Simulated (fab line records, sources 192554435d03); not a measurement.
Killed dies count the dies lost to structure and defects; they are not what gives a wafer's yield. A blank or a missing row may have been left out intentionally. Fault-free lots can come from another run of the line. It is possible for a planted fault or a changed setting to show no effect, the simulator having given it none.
Chamber matching || flow n5-finfet || 4 sister chambers for N5_SDB_CUT_ETCH_26 on rie-si-01
The step etches Si in HBr/Cl2/O2, target depth 129.6 nm, bt time 20 s, time 51.8 s. 20 wafers are shown with their chamber, then 10 later ones without.

## WAFERS PAIRED WITH THEIR CHAMBERS
{"wafer": "L080.1", "chamber": 0, "throttle-valve-pct (%)": 36.8, "drypump-motor-current-A (A)": 5.7, "oes-product-au (a.u.)": 0.995}
{"wafer": "L080.2", "chamber": 1, "throttle-valve-pct (%)": 37.8, "drypump-motor-current-A (A)": 4.8, "oes-product-au (a.u.)": 0.990}
{"wafer": "L080.6", "chamber": 2, "throttle-valve-pct (%)": 37.3, "drypump-motor-current-A (A)": 5.5, "oes-product-au (a.u.)": 1.009}
{"wafer": "L082.2", "chamber": 2, "throttle-valve-pct (%)": 37.3, "drypump-motor-current-A (A)": 5.5, "oes-product-au (a.u.)": 1.012}
{"wafer": "L082.5", "chamber": 0, "throttle-valve-pct (%)": 36.8, "drypump-motor-current-A (A)": 5.6, "oes-product-au (a.u.)": 0.985}
{"wafer": "L082.6", "chamber": 2, "throttle-valve-pct (%)": 37.3, "drypump-motor-current-A (A)": 5.5, "oes-product-au (a.u.)": 1.011}
{"wafer": "L086.4", "chamber": 3, "throttle-valve-pct (%)": 36.8, "drypump-motor-current-A (A)": 5.5, "oes-product-au (a.u.)": 1.000}
{"wafer": "L086.5", "chamber": 1, "throttle-valve-pct (%)": 37.7, "drypump-motor-current-A (A)": 4.8, "oes-product-au (a.u.)": 0.981}
{"wafer": "L086.6", "chamber": 2, "throttle-valve-pct (%)": 37.3, "drypump-motor-current-A (A)": 5.5, "oes-product-au (a.u.)": 1.013}
{"wafer": "L089.3", "chamber": 2, "throttle-valve-pct (%)": 37.3, "drypump-motor-current-A (A)": 5.5, "oes-product-au (a.u.)": 1.009}
{"wafer": "L089.4", "chamber": 0, "throttle-valve-pct (%)": 36.8, "drypump-motor-current-A (A)": 5.7, "oes-product-au (a.u.)": 0.989}
{"wafer": "L089.6", "chamber": 1, "throttle-valve-pct (%)": 37.8, "drypump-motor-current-A (A)": 4.8, "oes-product-au (a.u.)": 0.975}
{"wafer": "L092.1", "chamber": 1, "throttle-valve-pct (%)": 37.8, "drypump-motor-current-A (A)": 4.8, "oes-product-au (a.u.)": 0.980}
{"wafer": "L092.2", "chamber": 3, "throttle-valve-pct (%)": 36.8, "drypump-motor-current-A (A)": 5.5, "oes-product-au (a.u.)": 0.998}
{"wafer": "L092.3", "chamber": 0, "throttle-valve-pct (%)": 36.8, "drypump-motor-current-A (A)": 5.7, "oes-product-au (a.u.)": 0.985}
{"wafer": "L092.4", "chamber": 2, "throttle-valve-pct (%)": 37.3, "drypump-motor-current-A (A)": 5.5, "oes-product-au (a.u.)": 1.011}
{"wafer": "L092.5", "chamber": 0, "throttle-valve-pct (%)": 36.8, "drypump-motor-current-A (A)": 5.7, "oes-product-au (a.u.)": 0.988}
{"wafer": "L092.6", "chamber": 3, "throttle-valve-pct (%)": 36.8, "drypump-motor-current-A (A)": 5.5, "oes-product-au (a.u.)": 0.999}
{"wafer": "L091.1", "chamber": 3, "throttle-valve-pct (%)": 36.8, "drypump-motor-current-A (A)": 5.5, "oes-product-au (a.u.)": 0.999}
{"wafer": "L091.2", "chamber": 2, "throttle-valve-pct (%)": 37.3, "drypump-motor-current-A (A)": 5.5, "oes-product-au (a.u.)": 1.008}

SIGNATURES, as means of the wafers listed above
{"reading": "throttle-valve-pct", "chamber 0": 36.800, "chamber 1": 37.775, "chamber 2": 37.300, "chamber 3": 36.800, "scatter within a chamber": 0.0217}
{"reading": "drypump-motor-current-A", "chamber 0": 5.680, "chamber 1": 4.800, "chamber 2": 5.500, "chamber 3": 5.500, "scatter within a chamber": 0.0224}
{"reading": "oes-product-au", "chamber 0": 0.98840, "chamber 1": 0.98150, "chamber 2": 1.01043, "chamber 3": 0.99900, "scatter within a chamber": 0.00359}
Rule: for a wafer and a chamber, the distance is found by dividing, reading by reading, the gap between the wafer's reading and the chamber's mean by the reading's scatter, squaring, summing and taking the root. The wafer belongs to the nearest chamber; if the next one is less than 2 further off, it can't be placed. The scatter: take each reading less its chamber's mean, square it, sum over the shown wafers, divide by the number of wafers less the number of chambers, and take the root.

## WAFERS WHOSE CHAMBER IS MISSING
{"wafer": "L091.3", "throttle-valve-pct (%)": 36.8, "drypump-motor-current-A (A)": 5.7, "oes-product-au (a.u.)": 0.993}
{"wafer": "L091.4", "throttle-valve-pct (%)": 37.7, "drypump-motor-current-A (A)": 4.8, "oes-product-au (a.u.)": 0.981}
{"wafer": "L091.5", "throttle-valve-pct (%)": 36.8, "drypump-motor-current-A (A)": 5.5, "oes-product-au (a.u.)": 0.994}
{"wafer": "L091.6", "throttle-valve-pct (%)": 36.8, "drypump-motor-current-A (A)": 5.7, "oes-product-au (a.u.)": 0.995}
{"wafer": "L094.2", "throttle-valve-pct (%)": 36.8, "drypump-motor-current-A (A)": 5.5, "oes-product-au (a.u.)": 1.000}
{"wafer": "L094.5", "throttle-valve-pct (%)": 36.8, "drypump-motor-current-A (A)": 5.7, "oes-product-au (a.u.)": 0.988}
{"wafer": "L094.6", "throttle-valve-pct (%)": 37.8, "drypump-motor-current-A (A)": 4.8, "oes-product-au (a.u.)": 0.969}
{"wafer": "L096.4", "throttle-valve-pct (%)": 37.3, "drypump-motor-current-A (A)": 5.5, "oes-product-au (a.u.)": 1.005}
{"wafer": "L096.5", "throttle-valve-pct (%)": 37.8, "drypump-motor-current-A (A)": 4.8, "oes-product-au (a.u.)": 0.976}
{"wafer": "L096.6", "throttle-valve-pct (%)": 36.8, "drypump-motor-current-A (A)": 5.7, "oes-product-au (a.u.)": 0.996}

## WHICH CHAMBER EACH ONE RAN IN
{"wafer": "L091.3", "from the rows above": 0, "in truth": 0}
{"wafer": "L091.4", "from the rows above": 1, "in truth": 1}
{"wafer": "L091.5", "from the rows above": 3, "in truth": 3}
{"wafer": "L091.6", "from the rows above": 0, "in truth": 0}
{"wafer": "L094.2", "from the rows above": 3, "in truth": 3}
{"wafer": "L094.5", "from the rows above": 0, "in truth": 0}
{"wafer": "L094.6", "from the rows above": 1, "in truth": 1}
{"wafer": "L096.4", "from the rows above": 2, "in truth": 2}
{"wafer": "L096.5", "from the rows above": 1, "in truth": 1}
{"wafer": "L096.6", "from the rows above": 0, "in truth": 0}
Correct placement for 10 of the 10. Number that these rows cannot place: 0. Wrongly placed: 0.
